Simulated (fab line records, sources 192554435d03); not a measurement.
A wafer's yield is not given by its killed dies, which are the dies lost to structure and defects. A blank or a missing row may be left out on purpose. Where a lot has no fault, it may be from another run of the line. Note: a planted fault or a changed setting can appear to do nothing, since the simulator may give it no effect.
Chamber matching :: flow n5_finfet :: pecvd-03 running N5_BEOL_M8_PECVD_70: 3 sister chambers
The step deposits SiO2 from TEOS/O2, target thk 20 nm, time 22.7 s. 6 wafers are shown with their chamber, then 10 later ones without.

== WAFERS WITH THEIR CHAMBER ==
wafer: L082.1
chamber: 2
throttle_valve_pct (%): 20.5
showerhead_plenum_p_Torr (Torr): 8.71

wafer: L082.2
chamber: 1
throttle_valve_pct (%): 23.3
showerhead_plenum_p_Torr (Torr): 8.90

wafer: L090.4
chamber: 0
throttle_valve_pct (%): 21.6
showerhead_plenum_p_Torr (Torr): 8.79

wafer: L090.6
chamber: 2
throttle_valve_pct (%): 20.5
showerhead_plenum_p_Torr (Torr): 8.69

wafer: L089.3
chamber: 0
throttle_valve_pct (%): 21.8
showerhead_plenum_p_Torr (Torr): 8.80

wafer: L089.4
chamber: 1
throttle_valve_pct (%): 23.3
showerhead_plenum_p_Torr (Torr): 8.88

== WAFERS MISSING THEIR CHAMBER ==
wafer: L089.5
throttle_valve_pct (%): 20.2
showerhead_plenum_p_Torr (Torr): 8.69

wafer: L094.2
throttle_valve_pct (%): 20.2
showerhead_plenum_p_Torr (Torr): 8.71

wafer: L094.3
throttle_valve_pct (%): 21.7
showerhead_plenum_p_Torr (Torr): 8.80

wafer: L094.6
throttle_valve_pct (%): 23.2
showerhead_plenum_p_Torr (Torr): 8.91

wafer: L096.1
throttle_valve_pct (%): 23.2
showerhead_plenum_p_Torr (Torr): 8.89

wafer: L096.2
throttle_valve_pct (%): 21.8
showerhead_plenum_p_Torr (Torr): 8.78

wafer: L096.5
throttle_valve_pct (%): 23.4
showerhead_plenum_p_Torr (Torr): 8.89

wafer: L095.1
throttle_valve_pct (%): 20.6
showerhead_plenum_p_Torr (Torr): 8.73

wafer: L095.3
throttle_valve_pct (%): 23.2
showerhead_plenum_p_Torr (Torr): 8.88

wafer: L095.5
throttle_valve_pct (%): 21.9
showerhead_plenum_p_Torr (Torr): 8.78

== CHAMBER TAKEN BY EACH ==
wafer: L089.5
from the rows above: 2
in truth: 2

wafer: L094.2
from the rows above: 2
in truth: 2

wafer: L094.3
from the rows above: 0
in truth: 0

wafer: L094.6
from the rows above: 1
in truth: 1

wafer: L096.1
from the rows above: 1
in truth: 1

wafer: L096.2
from the rows above: 0
in truth: 0

wafer: L096.5
from the rows above: 1
in truth: 1

wafer: L095.1
from the rows above: 2
in truth: 2

wafer: L095.3
from the rows above: 1
in truth: 1

wafer: L095.5
from the rows above: 0
in truth: 0
Correctly placed: 10 of 10. Number that these rows cannot place: 0. 0 placed wrongly.
How it was worked out, from the rows above alone: a wafer's distance from a chamber is the root of the sum, over the readings, of the square of ((its reading less the chamber's mean) divided by the reading's scatter). If the next closest chamber is less than 2 further off than the closest, the wafer can't be placed; otherwise it belongs to the closest. A chamber's mean is the mean of its shown wafers. How the scatter is found: for the shown wafers, subtract from each reading the mean of its chamber, square and add these, divide the total by (wafers less chambers), then take the root.
